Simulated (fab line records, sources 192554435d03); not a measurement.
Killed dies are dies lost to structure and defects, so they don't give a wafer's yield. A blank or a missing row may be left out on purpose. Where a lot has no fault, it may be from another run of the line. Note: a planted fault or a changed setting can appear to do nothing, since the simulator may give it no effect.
fab line records ; flow n5-finfet
[record] lots = 24; wafers = 72; last-day = 18
route steps=1938 shown BEOL_M2@864
lots that met no fault: from a run of the same line without faults
start-h: hours from the record's first day to the start of the lot's first wafer shown ; wait-h: how many hours have passed since the lot's step before this one ; " repeats the value in the row above ; L1.1+2: one row covering several wafers at once ; - no value present, or no start provided ; * or withheld: withheld ; < > ~ a bound
route shown NAME@n: a module of which the file shows steps, and the number in the route of the first ; usual: mean and standard deviation over wafers with no fault ; same: alike in all rows ; chamber/n: place in a boat ; sites: per-site readings ; _std_site: standard deviation across them ; _edge_site: mean of outer sites minus mean of inner sites ; radius-mm: for every site, how far away it sits from the centre of the wafer ; mask NAME#n: copy n ; behind: tool/chamber where the wafer was last shaped ; hold: why the lot went on hold/how many hours it stayed there/how the hold came to an end ; device: names the non-switching transistor (n, p or np) ; end of line: the route-end tests of the same wafers ; step lacking rows: just its recipe ; killed: at the first sort, the dies lost to defects and structure; wafer yield is something else ; map: a wafer's dies, marking killed ones x, the rest . and places with no die _
set.NAME: setting as actually run; set.NAME@STEP: the setting as run at that earlier step ; model.NAME: the simulator's own value behind a step, which no gauge read
steps of the route over a sample of lots; a table a step, a row a wafer
services: from which hour (start-h, from the record's first day; less than 0 if before it) a tool's chamber was out of use, for how many hours, and why
[[steps]]
[step N5_BEOL_M2_HM_OPEN_17]
[recipe] chemistry = Cl2/BCl3; target-depth-a = 200; overetch-a = 60; target = TiN; mask-material = SOC; ion-energy-ev = 150; pressure-mtorr = 10; icp-w = 1000; bias-w = 126; Cl2_flow_sccm = 53.25; bcl3-flow-sccm = 21.75; Ar_flow_sccm = 25
[usual] drypump-motor-current-A = 5.7/0.51; he-backside-leak-sccm = 3.38/0.25; oes-product-au = 0.69/0.12; throttle-valve-pct = 22.07/0.22
lot.wafer;tool;chamber;start-h;wait-h;drypump-motor-current-A;he-backside-leak-sccm;oes-product-au;rf-hours-counter-h;throttle-valve-pct
L074.3;rie-metal-03;0;133.36;0.1;5.8;3.78;0.52;-;22.43
L074.4;rie-metal-03;1;133.36;0.1;5.4;3.31;0.52;-;22.35
L074.6;rie-metal-03;1;133.36;0.1;5.4;3.31;0.52;-;22.33
L075.1;rie-metal-03;0;147.16;0.0;5.8;3.91;0.52;125;22.39
L075.3;rie-metal-03;0;147.16;0.0;5.8;3.82;0.52;-;22.40
L075.5;rie-metal-03;0;147.16;0.0;5.8;3.96;0.52;-;22.41
L076.1;rie-metal-01;0;154.56;0.0;6.0;3.62;0.62;63;21.82
L076.4;rie-metal-01;0;154.56;0.0;6.0;3.71;0.62;-;21.84
L076.6;rie-metal-01;1;154.56;0.0;4.7;3.37;0.81;-;21.93
L077.3;rie-metal-02;0;161.37;0.1;6.0;3.26;0.53;-;22.29
L077.4;rie-metal-02;1;161.37;0.1;6.5;3.39;0.58;-;21.91
L077.6;rie-metal-02;0;161.37;0.1;6.0;3.27;0.52;-;22.28
L078.2;rie-metal-01;0;161.86;0.0;6.0;3.67;0.61;63;21.84
L078.3;rie-metal-01;1;161.86;0.0;4.7;3.26;0.79;-;21.93
L078.6;rie-metal-01;0;161.86;0.0;6.0;3.49;0.61;-;21.85
L080.4;rie-metal-01;0;169.22;0.1;6.0;3.44;0.62;-;21.85
L080.5;rie-metal-01;0;169.22;0.1;6.1;3.40;0.62;-;21.84
L080.6;rie-metal-01;1;169.22;0.1;4.7;3.42;0.80;-;21.93
L079.1;rie-metal-02;1;176.66;0.0;6.6;3.57;0.58;75;21.90
L079.4;rie-metal-02;1;176.66;0.0;6.6;3.68;0.58;-;21.90
L079.6;rie-metal-02;1;176.66;0.0;6.6;3.62;0.58;-;21.91
L081.3;rie-metal-03;0;181.56;0.1;5.8;3.59;0.51;-;22.43
L081.5;rie-metal-03;1;181.56;0.1;5.4;3.22;0.51;-;22.36
L081.6;rie-metal-03;0;181.56;0.1;5.8;3.58;0.52;-;22.40
L082.2;rie-metal-03;0;181.69;0.0;5.8;3.68;0.52;128;22.43
L082.4;rie-metal-03;0;181.69;0.0;5.8;3.78;0.50;-;22.43
L082.5;rie-metal-03;0;181.69;0.0;5.8;3.81;0.52;-;22.40
L083.1;rie-metal-02;1;195.54;0.0;6.6;3.56;0.57;79;21.92
L083.4;rie-metal-02;1;195.54;0.0;6.6;3.51;0.57;-;21.89
L083.6;rie-metal-02;1;195.54;0.0;6.6;3.53;0.58;-;21.92
L084.1;rie-metal-02;0;210.23;0.0;6.0;3.04;0.79;2;22.14
L084.4;rie-metal-02;1;210.23;0.0;6.6;3.50;0.57;-;21.92
L084.6;rie-metal-02;0;210.23;0.0;6.0;3.02;0.79;-;22.13
L085.1;rie-metal-03;1;212.57;0.0;5.4;3.03;0.83;2;21.88
L085.2;rie-metal-03;1;212.57;0.0;5.4;3.13;0.84;-;21.89
L085.3;rie-metal-03;1;212.57;0.0;5.4;3.29;0.83;-;21.89
L086.2;rie-metal-03;1;213.08;0.1;5.4;3.08;0.81;-;21.91
L086.3;rie-metal-03;1;213.08;0.1;5.4;3.11;0.82;-;21.91
L086.4;rie-metal-03;1;213.08;0.1;5.4;3.10;0.81;-;21.91
L087.1;rie-metal-01;1;215.47;0.0;4.8;3.30;0.77;11;21.93
L087.3;rie-metal-01;0;215.47;0.0;6.0;3.60;0.61;-;21.85
L087.5;rie-metal-01;1;215.47;0.0;4.7;3.42;0.77;-;21.92
L089.1;rie-metal-02;1;223.49;0.0;6.6;3.68;0.57;82;21.93
L089.5;rie-metal-02;1;223.49;0.0;6.6;3.72;0.57;-;21.92
L089.6;rie-metal-02;0;223.49;0.0;6.0;3.24;0.79;-;22.12
L088.1;rie-metal-01;0;223.79;0.0;6.0;3.72;0.60;69;21.86
L088.4;rie-metal-01;1;223.79;0.0;4.7;3.27;0.77;-;21.94
L088.5;rie-metal-01;0;223.79;0.0;6.0;3.58;0.60;-;21.88
L090.1;rie-metal-03;1;229.98;0.0;5.4;3.09;0.80;4;21.92
L090.3;rie-metal-03;1;229.98;0.0;5.4;3.17;0.81;-;21.89
L090.6;rie-metal-03;1;229.98;0.0;5.4;3.08;0.80;-;21.92
L091.1;rie-metal-03;1;242.71;0.0;5.4;3.11;0.79;5;21.93
L091.2;rie-metal-03;0;242.71;0.0;5.8;3.48;0.82;2;22.43
L091.4;rie-metal-03;0;242.71;0.0;5.8;3.51;0.81;-;22.45
L092.1;rie-metal-03;0;250.12;0.0;5.8;3.23;0.80;2;22.41
L092.2;rie-metal-03;1;250.12;0.0;5.4;3.16;0.81;6;21.90
L092.3;rie-metal-03;0;250.12;0.0;5.8;3.27;0.81;-;22.42
L093.1;rie-metal-03;1;251.09;0.0;5.4;3.17;0.79;6;21.92
L093.3;rie-metal-03;1;251.09;0.0;5.4;3.17;0.79;-;21.92
L093.4;rie-metal-03;0;251.09;0.0;5.8;3.51;0.81;-;22.42
L096.3;rie-metal-02;1;266.55;0.1;6.6;3.61;0.56;-;21.95
L096.5;rie-metal-02;0;266.55;0.1;6.0;3.19;0.77;-;22.13
L096.6;rie-metal-02;1;266.55;0.1;6.6;3.67;0.56;-;21.93
L094.3;rie-metal-03;0;268.65;0.1;5.8;3.38;0.80;-;22.41
L094.4;rie-metal-03;1;268.65;0.1;5.4;3.05;0.77;-;21.93
L094.6;rie-metal-03;1;268.65;0.1;5.4;3.23;0.79;-;21.90
L095.2;rie-metal-03;0;268.72;0.0;5.8;3.67;0.79;4;22.41
L095.5;rie-metal-03;0;268.72;0.0;5.8;3.75;0.80;-;22.41
L095.6;rie-metal-03;1;268.72;0.0;5.4;3.14;0.78;-;21.91
L097.2;rie-metal-03;1;280.54;0.0;5.4;3.07;0.78;10;21.91
L097.3;rie-metal-03;1;280.54;0.0;5.4;3.12;0.76;-;21.92
L097.5;rie-metal-03;1;280.54;0.0;5.4;3.20;0.77;-;21.93
[step N5_BEOL_M2_OCD_MEAS_38]
[usual] trench-depth-nm = 55.1/1.2
lot.wafer;tool;chamber;start-h;wait-h;trench-depth-nm
L074.3;ocd-01;-;136.57;-;54.6
L074.4;ocd-01;-;136.57;-;55.6
L074.6;ocd-01;-;136.57;-;55.5
L075.1;ocd-02;-;156.91;-;56.5
L075.3;ocd-02;-;156.91;-;54.7
L075.5;ocd-02;-;156.91;-;57.1
L076.1;ocd-01;-;162.29;-;55.4
L076.4;ocd-01;-;162.29;-;53.7
L076.6;ocd-01;-;162.29;-;56.1
L077.3;ocd-02;-;167.93;-;54.2
L077.4;ocd-02;-;167.93;-;52.4
L077.6;ocd-02;-;167.93;-;55.9
L078.2;ocd-02;-;172.62;-;55.2
L078.3;ocd-02;-;172.62;-;54.3
L078.6;ocd-02;-;172.62;-;54.3
L080.4;ocd-01;-;180.65;-;55.1
L080.5;ocd-01;-;180.65;-;55.2
L080.6;ocd-01;-;180.65;-;55.2
L079.1;ocd-02;-;180.69;-;54.2
L079.4;ocd-02;-;180.69;-;55.7
L079.6;ocd-02;-;180.69;-;55.5
L082.2;ocd-01;-;186.07;-;55.1
L082.4;ocd-01;-;186.07;-;54.4
L082.5;ocd-01;-;186.07;-;56.2
L081.3;ocd-02;-;194.79;-;53.5
L081.5;ocd-02;-;194.79;-;52.7
L081.6;ocd-02;-;194.79;-;54.5
L083.1;ocd-01;-;199.11;-;54.9
L083.4;ocd-01;-;199.11;-;54.3
L083.6;ocd-01;-;199.11;-;56.3
L084.1;ocd-02;-;215.60;-;56.7
L084.4;ocd-02;-;215.60;-;56.1
L084.6;ocd-02;-;215.60;-;55.1
L085.1;ocd-02;-;218.54;-;55.3
L085.2;ocd-02;-;218.54;-;53.4
L085.3;ocd-02;-;218.54;-;53.0
L087.1;ocd-01;-;229.03;-;57.2
L087.3;ocd-01;-;229.03;-;57.2
L087.5;ocd-01;-;229.03;-;57.1
L086.2;ocd-02;-;234.78;-;58.1
L086.3;ocd-02;-;234.78;-;54.8
L086.4;ocd-02;-;234.78;-;55.1
L090.1;ocd-01;-;234.81;-;55.8
L090.3;ocd-01;-;234.81;-;53.5
L090.6;ocd-01;-;234.81;-;55.6
L089.1;ocd-02;-;234.93;-;53.3
L089.5;ocd-02;-;234.93;-;54.7
L089.6;ocd-02;-;234.93;-;53.0
L088.1;ocd-02;-;240.27;-;53.7
L088.4;ocd-02;-;240.27;-;53.7
L088.5;ocd-02;-;240.27;-;54.1
L091.1;ocd-01;-;249.17;-;55.0
L091.2;ocd-01;-;249.17;-;55.5
L091.4;ocd-01;-;249.17;-;56.4
L092.1;ocd-02;-;252.73;-;55.1
L092.2;ocd-02;-;252.73;-;54.7
L092.3;ocd-02;-;252.73;-;54.7
L093.1;ocd-01;-;252.86;-;55.2
L093.3;ocd-01;-;252.86;-;57.8
L093.4;ocd-01;-;252.86;-;56.1
L096.3;ocd-02;-;276.25;-;55.9
L096.5;ocd-02;-;276.25;-;57.1
L096.6;ocd-02;-;276.25;-;55.9
L094.3;ocd-02;-;276.65;-;54.7
L094.4;ocd-02;-;276.65;-;55.1
L094.6;ocd-02;-;276.65;-;54.6
L095.2;ocd-02;-;276.74;-;57.5
L095.5;ocd-02;-;276.74;-;55.8
L095.6;ocd-02;-;276.74;-;55.3
L097.2;ocd-02;-;283.18;-;55.1
L097.3;ocd-02;-;283.18;-;54.8
L097.5;ocd-02;-;283.18;-;53.5
[step N5_BEOL_M2_ALD_84]
[recipe] material = TaN; target-thk-a = *; temp-c = 275; ald-precursor-family = PDMAT; ald-co-reactant = NH3; pressure-torr = 3; carrier-flow-sccm = 1500; pulse-time-s = 2; purge-time-s = 3; co-reactant-purge-time-s = 2; co-reactant-pulse-time-s = 3; ald-cycles = 30; precursor-vessel-temp-c = 75; precursor-vessel-pressure-torr = 26.25; precursor-vessel-carrier-sccm = 1000
[usual] heater-power-w = 431/42; precursor-vessel-carrier-sccm = 1000/3.1; precursor-vessel-pressure-torr = 26.25/0.06
[same] co-reactant-purge-time-s = 2
lot.wafer;tool;chamber;start-h;wait-h;heater-power-w;precursor-vessel-carrier-sccm;precursor-vessel-pressure-torr
L074.3;ald-metal-02;1;136.93;0.0;486;999;26.23
L074.4;ald-metal-02;0;136.93;0.0;480;988;26.25
L074.6;ald-metal-02;1;136.93;0.0;489;1002;26.30
L075.1;ald-metal-03;0;157.67;0.0;327;1001;26.29
L075.3;ald-metal-03;2;157.67;0.0;426;1000;26.14
L075.5;ald-metal-03;0;157.67;0.0;336;1000;26.32
L076.1;ald-metal-02;3;163.16;0.0;410;1002;26.29
L076.4;ald-metal-02;0;163.16;0.0;494;998;26.24
L076.6;ald-metal-02;3;163.16;0.0;416;1007;26.17
L077.3;ald-metal-01;1;168.56;0.1;431;999;26.23
L077.4;ald-metal-01;0;168.56;0.1;372;996;26.17
L077.6;ald-metal-01;1;168.56;0.1;449;1000;26.25
L078.2;ald-metal-01;1;173.15;0.1;426;1004;26.22
L078.3;ald-metal-01;0;173.15;0.1;379;1001;26.25
L078.6;ald-metal-01;2;173.15;0.1;466;999;26.16
L080.4;ald-metal-01;1;181.25;0.1;440;1002;26.28
L080.5;ald-metal-01;2;181.25;0.1;490;1001;26.30
L080.6;ald-metal-01;1;181.25;0.1;421;998;26.30
L079.1;ald-metal-03;1;181.45;0.2;431;1000;26.28
L079.4;ald-metal-03;0;181.45;0.2;333;996;26.31
L079.6;ald-metal-03;3;181.45;0.2;413;1000;26.22
L082.2;ald-metal-03;2;187.83;0.0;419;1005;26.20
L082.4;ald-metal-03;1;187.83;0.0;438;996;26.24
L082.5;ald-metal-03;3;187.83;0.0;418;1001;26.32
L081.3;ald-metal-01;2;195.18;0.0;475;999;26.30
L081.5;ald-metal-01;3;195.18;0.0;426;1001;26.29
L081.6;ald-metal-01;0;195.18;0.0;378;1003;26.30
L083.1;ald-metal-02;3;200.03;0.1;409;998;26.27
L083.4;ald-metal-02;1;200.03;0.1;480;1000;26.32
L083.6;ald-metal-02;1;200.03;0.1;477;999;26.22
L084.1;ald-metal-01;1;216.17;0.0;445;1004;26.16
L084.4;ald-metal-01;0;216.17;0.0;369;1001;26.34
L084.6;ald-metal-01;2;216.17;0.0;467;1006;26.22
L085.1;ald-metal-01;1;218.86;0.0;437;1000;26.29
L085.2;ald-metal-01;2;218.86;0.0;474;995;26.20
L085.3;ald-metal-01;3;218.86;0.0;432;1000;26.11
L087.1;ald-metal-01;2;229.74;0.1;474;1001;26.24
L087.3;ald-metal-01;0;229.74;0.1;376;996;26.30
L087.5;ald-metal-01;2;229.74;0.1;472;999;26.27
L086.2;ald-metal-02;2;235.35;0.1;431;996;26.29
L086.3;ald-metal-02;3;235.35;0.1;405;1001;26.30
L086.4;ald-metal-02;0;235.35;0.1;491;1006;26.22
L090.1;ald-metal-01;1;235.41;0.0;438;1002;26.30
L090.3;ald-metal-01;0;235.41;0.0;374;997;26.18
L090.6;ald-metal-01;3;235.41;0.0;434;996;26.31
L089.1;ald-metal-03;1;235.60;0.1;431;998;26.21
L089.5;ald-metal-03;1;235.60;0.1;430;1001;26.18
L089.6;ald-metal-03;0;235.60;0.1;324;1001;26.30
L088.1;ald-metal-02;1;240.68;0.0;482;1000;26.22
L088.4;ald-metal-02;0;240.68;0.0;488;1001;26.16
L088.5;ald-metal-02;2;240.68;0.0;434;991;26.17
L091.1;ald-metal-02;0;249.85;0.0;487;1000;26.27
L091.2;ald-metal-02;1;249.85;0.0;487;997;26.17
L091.4;ald-metal-02;2;249.85;0.0;429;1001;26.15
L092.1;ald-metal-03;0;253.52;0.0;318;1003;26.30
L092.2;ald-metal-03;2;253.52;0.0;422;997;26.29
L092.3;ald-metal-03;3;253.52;0.0;425;1002;26.28
L093.1;ald-metal-01;1;253.55;0.1;426;1003;26.21
L093.3;ald-metal-01;0;253.55;0.1;381;1000;26.14
L093.4;ald-metal-01;2;253.55;0.1;485;999;26.17
L096.3;ald-metal-03;1;276.66;0.1;437;998;26.31
L096.5;ald-metal-03;0;276.66;0.1;317;999;26.31
L096.6;ald-metal-03;1;276.66;0.1;430;996;26.31
L094.3;ald-metal-01;2;277.08;0.0;489;993;26.23
L094.4;ald-metal-01;0;277.08;0.0;379;1000;26.22
L094.6;ald-metal-01;3;277.08;0.0;425;1006;26.22
L095.2;ald-metal-02;0;279.56;0.0;478;996;26.28
L095.5;ald-metal-02;0;279.56;0.0;489;999;26.22
L095.6;ald-metal-02;3;279.56;0.0;412;1002;26.24
L097.2;ald-metal-02;1;285.07;0.0;477;1001;26.20
L097.3;ald-metal-02;2;285.07;0.0;448;1002;26.21
L097.5;ald-metal-02;1;285.07;0.0;468;1003;26.24
[step N5_BEOL_M2_ANNEAL_51]
[recipe] temp-c = 225; time-s = 90; ambient = N2
[usual] wafer_temp_C_max = 225.8/0.37
lot.wafer;tool;chamber;start-h;wait-h;wafer_temp_C_max
L074.3;rtp-anneal-02;0;139.44;0.1;225.8
L074.4;rtp-anneal-02;0;139.44;0.1;225.5
L074.6;rtp-anneal-02;0;139.44;0.1;225.7
L075.1;rtp-anneal-01;0;160.42;0.1;226.0
L075.3;rtp-anneal-01;0;160.42;0.1;226.4
L075.5;rtp-anneal-01;0;160.42;0.1;226.5
L076.1;rtp-anneal-02;0;167.51;0.1;225.9
L076.4;rtp-anneal-02;0;167.51;0.1;225.7
L076.6;rtp-anneal-02;0;167.51;0.1;226.0
L077.3;rtp-anneal-02;0;172.91;0.1;225.5
L077.4;rtp-anneal-02;0;172.91;0.1;225.6
L077.6;rtp-anneal-02;0;172.91;0.1;225.8
L078.2;rtp-anneal-01;0;175.86;0.1;225.9
L078.3;rtp-anneal-01;0;175.86;0.1;226.2
L078.6;rtp-anneal-01;0;175.86;0.1;225.9
L079.1;rtp-anneal-01;0;183.90;0.1;226.2
L079.4;rtp-anneal-01;0;183.90;0.1;226.1
L079.6;rtp-anneal-01;0;183.90;0.1;226.5
L080.4;rtp-anneal-02;0;185.18;0.2;225.2
L080.5;rtp-anneal-02;0;185.18;0.2;225.3
L080.6;rtp-anneal-02;0;185.18;0.2;225.5
L082.2;rtp-anneal-02;0;190.41;0.1;225.9
L082.4;rtp-anneal-02;0;190.41;0.1;225.8
L082.5;rtp-anneal-02;0;190.41;0.1;225.6
L081.3;rtp-anneal-02;0;197.72;0.1;225.6
L081.5;rtp-anneal-02;0;197.72;0.1;225.5
L081.6;rtp-anneal-02;0;197.72;0.1;225.8
L083.1;rtp-anneal-01;0;202.54;0.1;226.5
L083.4;rtp-anneal-01;0;202.54;0.1;225.9
L083.6;rtp-anneal-01;0;202.54;0.1;226.2
L084.1;rtp-anneal-02;0;218.62;0.1;225.4
L084.4;rtp-anneal-02;0;218.62;0.1;225.6
L084.6;rtp-anneal-02;0;218.62;0.1;225.9
L085.1;rtp-anneal-02;0;223.03;0.1;225.6
L085.2;rtp-anneal-02;0;223.03;0.1;225.7
L085.3;rtp-anneal-02;0;223.03;0.1;225.2
L087.1;rtp-anneal-02;0;233.95;0.1;225.5
L087.3;rtp-anneal-02;0;233.95;0.1;225.7
L087.5;rtp-anneal-02;0;233.95;0.1;225.6
L086.2;rtp-anneal-02;0;238.24;0.1;225.6
L086.3;rtp-anneal-02;0;238.24;0.1;225.8
L086.4;rtp-anneal-02;0;238.24;0.1;225.7
L090.1;rtp-anneal-01;0;238.35;0.1;226.4
L090.3;rtp-anneal-01;0;238.35;0.1;226.2
L090.6;rtp-anneal-01;0;238.35;0.1;226.1
L089.1;rtp-anneal-02;0;240.61;0.4;225.7
L089.5;rtp-anneal-02;0;240.61;0.4;225.6
L089.6;rtp-anneal-02;0;240.61;0.4;225.5
L088.1;rtp-anneal-02;0;243.51;0.1;225.5
L088.4;rtp-anneal-02;0;243.51;0.1;225.6
L088.5;rtp-anneal-02;0;243.51;0.1;225.7
L091.1;rtp-anneal-02;0;252.37;0.1;225.5
L091.2;rtp-anneal-02;0;252.37;0.1;225.5
L091.4;rtp-anneal-02;0;252.37;0.1;225.5
L092.1;rtp-anneal-01;0;256.15;0.1;226.2
L092.2;rtp-anneal-01;0;256.15;0.1;226.3
L092.3;rtp-anneal-01;0;256.15;0.1;226.2
L093.1;rtp-anneal-02;0;256.25;0.1;225.6
L093.3;rtp-anneal-02;0;256.25;0.1;225.7
L093.4;rtp-anneal-02;0;256.25;0.1;225.8
L096.3;rtp-anneal-01;0;279.41;0.1;226.3
L096.5;rtp-anneal-01;0;279.41;0.1;225.9
L096.6;rtp-anneal-01;0;279.41;0.1;225.9
L094.3;rtp-anneal-02;0;279.66;0.1;225.8
L094.4;rtp-anneal-02;0;279.66;0.1;225.6
L094.6;rtp-anneal-02;0;279.66;0.1;225.8
L095.2;rtp-anneal-02;0;282.24;0.1;225.7
L095.5;rtp-anneal-02;0;282.24;0.1;225.5
L095.6;rtp-anneal-02;0;282.24;0.1;225.3
L097.2;rtp-anneal-01;0;287.65;0.2;226.3
L097.3;rtp-anneal-01;0;287.65;0.2;226.2
L097.5;rtp-anneal-01;0;287.65;0.2;226.4
[step N5_BEOL_M2_CO_CAP_55]
[recipe] material = Co; target-thk-a = 20; temp-c = 200; precursor = CCTBA/H2; pressure-torr = 30; time-s = 102.1
[usual] heater-power-w = 244/37
lot.wafer;tool;chamber;start-h;wait-h;heater-power-w
L074.3;cvd-co-02;1;140.87;0.0;220
L074.4;cvd-co-02;1;140.87;0.0;226
L074.6;cvd-co-02;0;140.87;0.0;221
L075.1;cvd-co-01;2;161.09;0.0;200
L075.3;cvd-co-01;0;161.09;0.0;289
L075.5;cvd-co-01;1;161.09;0.0;286
L076.1;cvd-co-01;2;168.18;0.0;194
L076.4;cvd-co-01;0;168.18;0.0;292
L076.6;cvd-co-01;2;168.18;0.0;196
L077.3;cvd-co-01;1;173.78;0.0;289
L077.4;cvd-co-01;2;173.78;0.0;192
L077.6;cvd-co-01;0;173.78;0.0;290
L078.2;cvd-co-01;0;176.48;0.0;290
L078.3;cvd-co-01;2;176.48;0.0;198
L078.6;cvd-co-01;1;176.48;0.0;288
L079.1;cvd-co-01;1;184.57;0.0;278
L079.4;cvd-co-01;1;184.57;0.0;283
L079.6;cvd-co-01;2;184.57;0.0;195
L080.4;cvd-co-01;2;185.75;0.0;193
L080.5;cvd-co-01;0;185.75;0.0;291
L080.6;cvd-co-01;1;185.75;0.0;287
L082.2;cvd-co-01;1;191.03;0.0;287
L082.4;cvd-co-01;0;191.03;0.0;295
L082.5;cvd-co-01;2;191.03;0.0;191
L081.3;cvd-co-02;0;198.30;0.0;224
L081.5;cvd-co-02;2;198.30;0.0;232
L081.6;cvd-co-02;1;198.30;0.0;221
L083.1;cvd-co-01;1;203.21;0.0;283
L083.4;cvd-co-01;0;203.21;0.0;286
L083.6;cvd-co-01;1;203.21;0.0;291
L084.1;cvd-co-01;1;219.29;0.0;288
L084.4;cvd-co-01;0;219.29;0.0;288
L084.6;cvd-co-01;2;219.29;0.0;191
L085.1;cvd-co-02;2;224.80;0.0;233
L085.2;cvd-co-02;0;224.80;0.0;220
L085.3;cvd-co-02;1;224.80;0.0;224
L087.1;cvd-co-02;1;234.90;0.0;221
L087.3;cvd-co-02;2;234.90;0.0;235
L087.5;cvd-co-02;2;234.90;0.0;227
L086.2;cvd-co-01;0;238.86;0.0;284
L086.3;cvd-co-01;2;238.86;0.0;193
L086.4;cvd-co-01;2;238.86;0.0;201
L090.1;cvd-co-02;2;239.02;0.0;233
L090.3;cvd-co-02;1;239.02;0.0;224
L090.6;cvd-co-02;1;239.02;0.0;225
L089.1;cvd-co-01;2;241.31;0.0;193
L089.5;cvd-co-01;0;241.31;0.0;284
L089.6;cvd-co-01;1;241.31;0.0;285
L088.1;cvd-co-02;1;244.17;0.0;219
L088.4;cvd-co-02;2;244.17;0.0;230
L088.5;cvd-co-02;1;244.17;0.0;224
L091.1;cvd-co-02;1;253.04;0.0;225
L091.2;cvd-co-02;2;253.04;0.0;233
L091.4;cvd-co-02;1;253.04;0.0;222
L092.1;cvd-co-01;2;256.82;0.0;198
L092.2;cvd-co-01;1;256.82;0.0;282
L092.3;cvd-co-01;0;256.82;0.0;289
L093.1;cvd-co-01;2;256.93;0.0;197
L093.3;cvd-co-01;1;256.93;0.0;289
L093.4;cvd-co-01;1;256.93;0.0;293
L096.3;cvd-co-02;0;279.99;0.0;226
L096.5;cvd-co-02;1;279.99;0.0;223
L096.6;cvd-co-02;0;279.99;0.0;218
L094.3;cvd-co-02;0;280.24;0.0;223
L094.4;cvd-co-02;0;280.24;0.0;220
L094.6;cvd-co-02;2;280.24;0.0;232
L095.2;cvd-co-02;1;282.89;0.0;223
L095.5;cvd-co-02;0;282.89;0.0;224
L095.6;cvd-co-02;1;282.89;0.0;222
L097.2;cvd-co-01;2;288.50;0.0;193
L097.3;cvd-co-01;1;288.50;0.0;288
L097.5;cvd-co-01;1;288.50;0.0;283
[step N5_BEOL_M2_INSPECT_59]
[recipe] inspect-instrument = darkfield; mode = post-dep
[usual] raw-defect-count = 70/23
lot.wafer;tool;chamber;start-h;wait-h;raw-defect-count
L074.3;defect-inspect-01;-;141.10;0.0;41
L074.4;defect-inspect-01;-;141.10;0.0;54
L074.6;defect-inspect-01;-;141.10;0.0;50
L075.1;defect-inspect-01;-;161.33;0.0;41
L075.3;defect-inspect-01;-;161.33;0.0;64
L075.5;defect-inspect-01;-;161.33;0.0;47
L076.1;defect-inspect-01;-;168.41;0.0;89
L076.4;defect-inspect-01;-;168.41;0.0;39
L076.6;defect-inspect-01;-;168.41;0.0;43
L077.3;defect-inspect-02;-;173.99;0.0;73
L077.4;defect-inspect-02;-;173.99;0.0;94
L077.6;defect-inspect-02;-;173.99;0.0;43
L078.2;defect-inspect-02;-;176.70;0.0;85
L078.3;defect-inspect-02;-;176.70;0.0;119
L078.6;defect-inspect-02;-;176.70;0.0;94
L079.1;defect-inspect-01;-;184.78;0.0;57
L079.4;defect-inspect-01;-;184.78;0.0;89
L079.6;defect-inspect-01;-;184.78;0.0;82
L080.4;defect-inspect-02;-;185.92;0.0;78
L080.5;defect-inspect-02;-;185.92;0.0;26
L080.6;defect-inspect-02;-;185.92;0.0;53
L082.2;defect-inspect-01;-;191.27;0.0;80
L082.4;defect-inspect-01;-;191.27;0.0;53
L082.5;defect-inspect-01;-;191.27;0.0;50
L081.3;defect-inspect-01;-;198.51;0.0;87
L081.5;defect-inspect-01;-;198.51;0.0;47
L081.6;defect-inspect-01;-;198.51;0.0;75
L083.1;defect-inspect-02;-;203.42;0.0;86
L083.4;defect-inspect-02;-;203.42;0.0;56
L083.6;defect-inspect-02;-;203.42;0.0;77
L084.1;defect-inspect-02;-;219.50;0.0;103
L084.4;defect-inspect-02;-;219.50;0.0;55
L084.6;defect-inspect-02;-;219.50;0.0;97
L085.1;defect-inspect-01;-;225.04;0.0;70
L085.2;defect-inspect-01;-;225.04;0.0;67
L085.3;defect-inspect-01;-;225.04;0.0;59
L087.1;defect-inspect-02;-;235.11;0.0;56
L087.3;defect-inspect-02;-;235.11;0.0;68
L087.5;defect-inspect-02;-;235.11;0.0;75
L086.2;defect-inspect-02;-;239.07;0.0;72
L086.3;defect-inspect-02;-;239.07;0.0;140
L086.4;defect-inspect-02;-;239.07;0.0;127
L090.1;defect-inspect-02;-;239.22;0.0;49
L090.3;defect-inspect-02;-;239.22;0.0;58
L090.6;defect-inspect-02;-;239.22;0.0;65
L089.1;defect-inspect-02;-;241.51;0.0;40
L089.5;defect-inspect-02;-;241.51;0.0;68
L089.6;defect-inspect-02;-;241.51;0.0;83
L088.1;defect-inspect-02;-;244.38;0.0;68
L088.4;defect-inspect-02;-;244.38;0.0;72
L088.5;defect-inspect-02;-;244.38;0.0;55
L091.1;defect-inspect-02;-;253.25;0.0;79
L091.2;defect-inspect-02;-;253.25;0.0;77
L091.4;defect-inspect-02;-;253.25;0.0;52
L092.1;defect-inspect-02;-;257.03;0.0;60
L092.2;defect-inspect-02;-;257.03;0.0;64
L092.3;defect-inspect-02;-;257.03;0.0;63
L093.1;defect-inspect-01;-;257.14;0.0;33
L093.3;defect-inspect-01;-;257.14;0.0;50
L093.4;defect-inspect-01;-;257.14;0.0;63
L096.3;defect-inspect-01;-;280.21;0.0;78
L096.5;defect-inspect-01;-;280.21;0.0;67
L096.6;defect-inspect-01;-;280.21;0.0;79
L094.3;defect-inspect-01;-;280.46;0.0;69
L094.4;defect-inspect-01;-;280.46;0.0;46
L094.6;defect-inspect-01;-;280.46;0.0;95
L095.2;defect-inspect-02;-;283.10;0.0;69
L095.5;defect-inspect-02;-;283.10;0.0;110
L095.6;defect-inspect-02;-;283.10;0.0;94
L097.2;defect-inspect-02;-;288.71;0.0;54
L097.3;defect-inspect-02;-;288.71;0.0;49
L097.5;defect-inspect-02;-;288.71;0.0;62
[[services]]
tool;chamber;start-h;hours;kind
cvd-co-02;1;114.67;-;clean
cvd-co-02;1;114.67;22.0;scheduled-down
cvd-co-02;1;114.67;22.0;vent-cycle
cvd-co-01;-;139.55;6.9;pm
rie-metal-02;0;164.01;-;clean
rie-metal-02;0;164.01;22.8;scheduled-down
rie-metal-02;0;164.01;22.8;vent-cycle
rie-metal-03;1;182.16;-;clean
rie-metal-03;1;182.16;24.4;scheduled-down
rie-metal-03;1;182.16;24.4;vent-cycle
ald-metal-03;-;186.39;1.1;repair
cvd-co-02;0;199.15;4.1;repair
rie-metal-03;0;206.55;-;clean
rie-metal-03;0;206.55;12.7;scheduled-down
rie-metal-03;0;206.55;12.7;vent-cycle
cvd-co-01;1;207.95;6.3;repair
ald-metal-03;-;209.59;8.7;pm
rie-metal-01;-;219.49;2.8;pm
cvd-co-01;-;222.18;14.6;pm
ald-metal-02;-;237.99;1.2;pm
rie-metal-03;-;271.03;0.4;repair
[[key]]
fault none
